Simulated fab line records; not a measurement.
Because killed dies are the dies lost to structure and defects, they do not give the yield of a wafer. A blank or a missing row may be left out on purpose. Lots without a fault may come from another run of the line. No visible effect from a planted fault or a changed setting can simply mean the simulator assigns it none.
Which of the tools did it?	flow n5Finfet	10 lots, 30 wafers sampled, at 5 steps of a route of 1938

## WHAT THE GAUGES SHOWED, per wafer
N5_STI_FIN_REVEAL_CD_MEAS_22: target cd 6.238 nm, pitch 28 nm. Usual: cdNm 6.24 nm, standard deviation 0.24.
lot	measured	on	cdNm (nm)	flag
L491	day 2 19:40	cdSem-03	5.93 6.28 5.86	
L493	day 3 07:39	cdSem-03	6.45 6.25 6.24	
L494	day 3 13:28	cdSem-02	5.89 6.26 6.46	
L496	day 4 00:39	cdSem-01	6.24 6.34 6.26	
L497	day 4 06:42	cdSem-01	6.34 6.70 6.09	
L498	day 4 13:49	cdSem-01	6.01 6.42 5.59	
L499	day 4 19:03	cdSem-01	6.34 6.34 6.35	
L500	day 5 02:41	cdSem-01	6.36 6.83 6.24	
L506	day 6 12:47	cdSem-02	6.09 6.12 5.99	
L510	day 7 12:11	cdSem-03	6.48 5.77 6.33	

N5_BEOL_M4_RC_MEAS_101. Usual: DIBL_N 36.9 mV/V, standard deviation 1.6; DIBL_P 37.1 mV/V, standard deviation 2; IOFF_N 0.17 nA/um, standard deviation 0.032; IOFF_P 0.22 nA/um, standard deviation 0.036; ION_N 674 uA/um, standard deviation 12; ION_P 463 uA/um, standard deviation 7.8; SS_N 71.7 mV/dec, standard deviation 0.63; SS_P 73.5 mV/dec, standard deviation 0.62; VT_N 249 mV, standard deviation 3.3; VT_P -250 mV, standard deviation 3.5.
lot	measured	on	DIBL_N (mV/V)	DIBL_P (mV/V)	IOFF_N (nA/um)	IOFF_P (nA/um)	ION_N (uA/um)	ION_P (uA/um)	SS_N (mV/dec)	SS_P (mV/dec)	VT_N (mV)	VT_P (mV)	flag
L491	day 8 20:54	prober-02	36.8 36.7 37.8	37.8 36.2 37.1	0.15 0.15 0.17	0.27 0.24 0.25	664 649 666	466 462 466	71.3 71.9 71.1	73.3 73.0 73.1	252 251 249	-245 -247 -244	
L493	day 9 03:10	prober-01	38.6 36.9 35.1	39.4 39.0 35.2	0.20 0.18 0.14	0.29 0.29 0.21	679 689 664	469 474 464	71.8 72.1 71.2	74.3 73.9 73.3	247 249 252	-246 -246 -248	
L494	day 9 14:09	prober-01	34.7 38.3 35.0	36.2 39.0 35.9	0.13 0.18 0.14	0.19 0.22 0.18	656 672 665	462 457 463	70.8 72.0 70.9	73.8 74.0 73.2	253 249 251	-251 -251 -252	
L496	day 9 17:31	prober-01	34.4 36.5 37.6	35.1 37.8 37.8	0.13 0.17 0.18	0.20 0.25 0.25	658 667 674	452 463 464	70.9 71.6 72.0	72.9 73.6 73.8	252 248 247	-250 -246 -245	
L497	day 10 04:57	prober-01	38.6 37.5 37.1	38.0 36.6 36.7	0.19 0.17 0.18	0.27 0.22 0.23	674 670 677	464 459 463	72.3 71.8 72.2	73.7 74.0 73.6	248 249 248	-247 -250 -246	
L498	day 10 20:43	prober-01	35.6 35.7 34.7	37.6 37.9 36.8	0.16 0.16 0.14	0.21 0.22 0.20	676 674 659	466 458 459	71.0 71.9 71.3	73.9 73.2 72.9	250 250 254	-249 -252 -252	
L499	day 10 13:26	prober-02	34.8 35.6 38.2	35.3 38.5 39.6	0.14 0.16 0.21	0.18 0.23 0.25	663 687 682	454 467 467	70.8 70.9 71.0	73.3 73.9 74.3	252 250 249	-253 -251 -250	
L500	day 10 22:04	prober-01	40.8 38.9 39.1	38.5 37.9 39.2	0.25 0.20 0.22	0.22 0.21 0.23	689 679 700	457 457 467	72.4 71.8 71.7	73.9 74.1 74.0	242 245 244	-253 -253 -252	
L506	day 12 11:32	prober-01	36.4 36.3 36.6	39.1 37.7 37.2	0.17 0.18 0.16	0.25 0.23 0.21	680 682 676	473 463 460	72.1 71.6 71.1	74.0 74.3 74.2	253 249 254	-248 -249 -254	
L510	day 13 10:24	prober-02	38.9 36.9 35.1	36.3 34.8 33.3	0.19 0.15 0.13	0.25 0.23 0.20	672 674 666	465 463 462	73.1 71.7 71.1	74.1 74.1 73.0	250 251 253	-247 -249 -250	

## WHICH TOOL RAN EACH LOT (tool, then ch and the chambers of the sampled wafers, then the start)
lot	N5_FIN_CUT_STRIP_22	N5_STI_FIN_REVEAL_DENSIFY_30	N5_STI_FIN_REVEAL_PRECLEAN_17
L491	rieDiel-06 ch 0,3, day 2 10:18	rtpAnneal-02 ch 0, day 2 16:35	remotePlasma-01 ch 1, day 2 18:57
L493	rieDiel-02 ch 0,3, day 2 22:04	rtpAnneal-01 ch 0, day 3 04:18	remotePlasma-01 ch 0, day 3 06:54
L494	rieDiel-04 ch 1,3, day 3 03:29	rtpAnneal-02 ch 0, day 3 09:52	remotePlasma-01 ch 1, day 3 12:41
L496	rieDiel-02 ch 0,1, day 3 15:40	rtpAnneal-02 ch 0, day 3 21:19	remotePlasma-02 ch 1, day 3 23:52
L497	rieDiel-04 ch 1,3, day 3 21:45	rtpAnneal-02 ch 0, day 4 03:22	remotePlasma-02 ch 1, day 4 05:52
L498	rieDiel-04 ch 1,3, day 4 04:35	rtpAnneal-02 ch 0, day 4 10:14	remotePlasma-01 ch 1, day 4 12:53
L499	rieDiel-04 ch 1,2,3, day 4 09:46	rtpAnneal-01 ch 0, day 4 15:40	remotePlasma-02 ch 1, day 4 18:12
L500	rieDiel-06 ch 1,2, day 4 16:50	rtpAnneal-01 ch 0, day 4 23:27	remotePlasma-01 ch 1, day 5 01:56
L506	rieDiel-06 ch 0,1,2, day 6 04:00	rtpAnneal-02 ch 0, day 6 09:38	remotePlasma-02 ch 1, day 6 12:02
L510	rieDiel-04 ch 0,1, day 7 03:23	rtpAnneal-02 ch 0, day 7 09:02	remotePlasma-01 ch 1, day 7 11:24
- N5_FIN_CUT_STRIP_22: strips in N2/H2.
- N5_STI_FIN_REVEAL_DENSIFY_30
- N5_STI_FIN_REVEAL_PRECLEAN_17: cleans in NF3:NH3, afs cycles 1, time 20 s, sublimation time 60 s.

## AS READ BY THE TOOLS THEMSELVES (means over the sampled wafers that have a number; for cases with no such wafer, the mark the record gives instead)
N5_FIN_CUT_STRIP_22. Usual: drypumpMotorCurrentA 5.5 A, standard deviation 0.42; oesProductAu 0.77 a.u., standard deviation 0.09; rfVppV 54.0 V, standard deviation 2.5; showerheadPlenumPTorr 3.37 Torr, standard deviation 0.12; throttleValvePct 19.0 %, standard deviation 0.47.
lot	tool	drypumpMotorCurrentA (A)	oesProductAu (a.u.)	rfVppV (V)	showerheadPlenumPTorr (Torr)	throttleValvePct (%)	flag
L491	rieDiel-06	4.8	0.77	55.1	3.32	18.9	
L493	rieDiel-02	5.9	0.73	54.7	3.37	19.6	
L494	rieDiel-04	5.6	0.77	53.8	3.41	19.3	
L496	rieDiel-02	6.0	0.70	54.2	3.17	18.4	
L497	rieDiel-04	5.7	0.77	52.7	3.44	19.2	
L498	rieDiel-04	5.7	0.76	52.9	3.44	19.2	
L499	rieDiel-04	5.4	0.83	53.0	3.43	19.2	
L500	rieDiel-06	5.4	0.69	54.4	3.25	18.9	
L506	rieDiel-06	5.1	0.80	55.2	3.22	18.9	
L510	rieDiel-04	5.5	0.81	53.9	3.39	19.0	

N5_STI_FIN_REVEAL_DENSIFY_30. Usual: lampPowerPct 11.53 %, standard deviation 0.052; lamp_zone_6_pct 11.454 %, standard deviation 0.016.
lot	tool	lampPowerPct (%)	lamp_zone_6_pct (%)	flag
L491	rtpAnneal-02	11.55	11.445	
L493	rtpAnneal-01	11.56	11.449	
L494	rtpAnneal-02	11.54	11.462	
L496	rtpAnneal-02	11.54	11.459	
L497	rtpAnneal-02	11.51	11.464	
L498	rtpAnneal-02	11.55	11.468	
L499	rtpAnneal-01	11.52	11.444	
L500	rtpAnneal-01	11.54	11.451	
L506	rtpAnneal-02	11.54	11.446	
L510	rtpAnneal-02	11.50	11.470	

## THE ANSWER, worked out from the rows above alone
Rule: lot off if the mean of its wafers having a number is beyond 3 standard deviations from the usual mean. A lot without any number at a reading at which 4 lots or more have one is off too. Any other lot the step has rows for is counted as sound. After the gauges, taken in route order, come the tools' own readings; for these a lot's mean is taken, as printed above. At the first step where some lot is off, the reading lying furthest off is the one used; lots without a number count as furthest.
Nothing can be told from this: no lot is off at any reading shown.

## WHAT WAS PUT IN BY THE SIMULATOR
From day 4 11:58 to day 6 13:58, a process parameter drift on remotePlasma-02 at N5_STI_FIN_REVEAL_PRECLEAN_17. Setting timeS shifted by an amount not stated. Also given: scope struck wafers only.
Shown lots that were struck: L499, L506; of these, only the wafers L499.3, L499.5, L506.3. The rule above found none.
